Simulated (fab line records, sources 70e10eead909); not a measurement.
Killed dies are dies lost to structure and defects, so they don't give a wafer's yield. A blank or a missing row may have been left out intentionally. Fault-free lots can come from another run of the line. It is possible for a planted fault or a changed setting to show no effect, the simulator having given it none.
Matching of chambers + flow nand-harc + NHARC_A_BONDPAD_DESCUM_11 on rie-diel-03 has 4 sister chambers
The step chemistry O2, time 3 s. 22 wafers are shown with their chamber, then 10 later ones without.

WAFERS, EACH WITH ITS CHAMBER
| wafer  | chamber | showerhead-plenum-p-Torr (Torr) | drypump-motor-current-A (A) | oes-product-au (a.u.) |
|--------|---------|---------------------------------|-----------------------------|-----------------------|
| L397.1 | 2       | 1.80                            | 5.7                         | 1.030                 |
| L397.3 | 1       | 2.03                            | 5.7                         | 1.014                 |
| L397.6 | 3       | 1.94                            | 5.6                         | 0.992                 |
| L395.1 | 2       | 1.80                            | 5.8                         | 1.024                 |
| L395.3 | 3       | 1.94                            | 5.5                         | 0.995                 |
| L395.6 | 1       | 2.02                            | 5.7                         | 1.008                 |
| L396.3 | 0       | 1.91                            | 6.3                         | 1.000                 |
| L396.4 | 3       | 1.94                            | 5.6                         | 1.004                 |
| L396.5 | 3       | 1.94                            | 5.6                         | 0.989                 |
| L399.1 | 3       | 1.93                            | 5.6                         | 1.013                 |
| L399.3 | 1       | 2.02                            | 5.7                         | 1.012                 |
| L399.5 | 1       | 2.03                            | 5.7                         | 1.011                 |
| L398.3 | 0       | 1.91                            | 6.3                         | 1.003                 |
| L398.5 | 1       | 2.03                            | 5.7                         | 1.019                 |
| L398.6 | 0       | 1.91                            | 6.3                         | 1.008                 |
| L400.2 | 0       | 1.91                            | 6.3                         | 1.013                 |
| L400.3 | 1       | 2.02                            | 5.7                         | 1.014                 |
| L400.4 | 2       | 1.80                            | 5.7                         | 1.017                 |
| L401.1 | 1       | 2.02                            | 5.7                         | 1.009                 |
| L401.4 | 1       | 2.02                            | 5.7                         | 1.006                 |
| L401.5 | 3       | 1.93                            | 5.5                         | 0.992                 |
| L403.3 | 2       | 1.80                            | 5.7                         | 1.009                 |

SIGNATURES (means of the wafers above)
| reading                  | chamber 0 | chamber 1 | chamber 2 | chamber 3 | scatter within a chamber |
|--------------------------|-----------|-----------|-----------|-----------|--------------------------|
| showerhead-plenum-p-Torr | 1.9100    | 2.0237    | 1.8000    | 1.9367    | 0.00422                  |
| drypump-motor-current-A  | 6.300     | 5.700     | 5.725     | 5.567     | 0.034                    |
| oes-product-au           | 1.00600   | 1.01162   | 1.02000   | 0.99750   | 0.00701                  |
Rule: a wafer's distance from a chamber is the root of the sum, over the readings, of the square of ((its reading less the chamber's mean) divided by the reading's scatter). If the next closest chamber is less than 2 further off than the closest, the wafer can't be placed; otherwise it belongs to the closest. The scatter: the root of (the sum of the squares of (reading less its chamber's mean) over the shown wafers, divided by (wafers less chambers)).

WAFERS MISSING THEIR CHAMBER
| wafer  | showerhead-plenum-p-Torr (Torr) | drypump-motor-current-A (A) | oes-product-au (a.u.) |
|--------|---------------------------------|-----------------------------|-----------------------|
| L403.5 | 1.93                            | 5.6                         | 0.997                 |
| L403.6 | 1.91                            | 6.3                         | 1.003                 |
| L406.3 | 1.91                            | 6.3                         | 1.007                 |
| L406.4 | 1.93                            | 5.6                         | 1.019                 |
| L406.6 | 1.80                            | 5.8                         | 1.014                 |
| L410.2 | 2.02                            | 5.7                         | 1.008                 |
| L410.5 | 1.91                            | 6.3                         | 1.007                 |
| L418.1 | 1.79                            | 5.8                         | 1.028                 |
| L418.2 | 1.93                            | 5.5                         | 1.003                 |
| L418.6 | 2.02                            | 5.7                         | 1.013                 |

CHAMBER TAKEN BY EACH
| wafer  | from the rows above | in truth |
|--------|---------------------|----------|
| L403.5 | 3                   | 3        |
| L403.6 | 0                   | 0        |
| L406.3 | 0                   | 0        |
| L406.4 | 3                   | 3        |
| L406.6 | 2                   | 2        |
| L410.2 | 1                   | 1        |
| L410.5 | 0                   | 0        |
| L418.1 | 2                   | 2        |
| L418.2 | 3                   | 3        |
| L418.6 | 1                   | 1        |
Correct placement for 10 of the 10. Can't be placed from these rows: 0. Wrongly placed: 0.
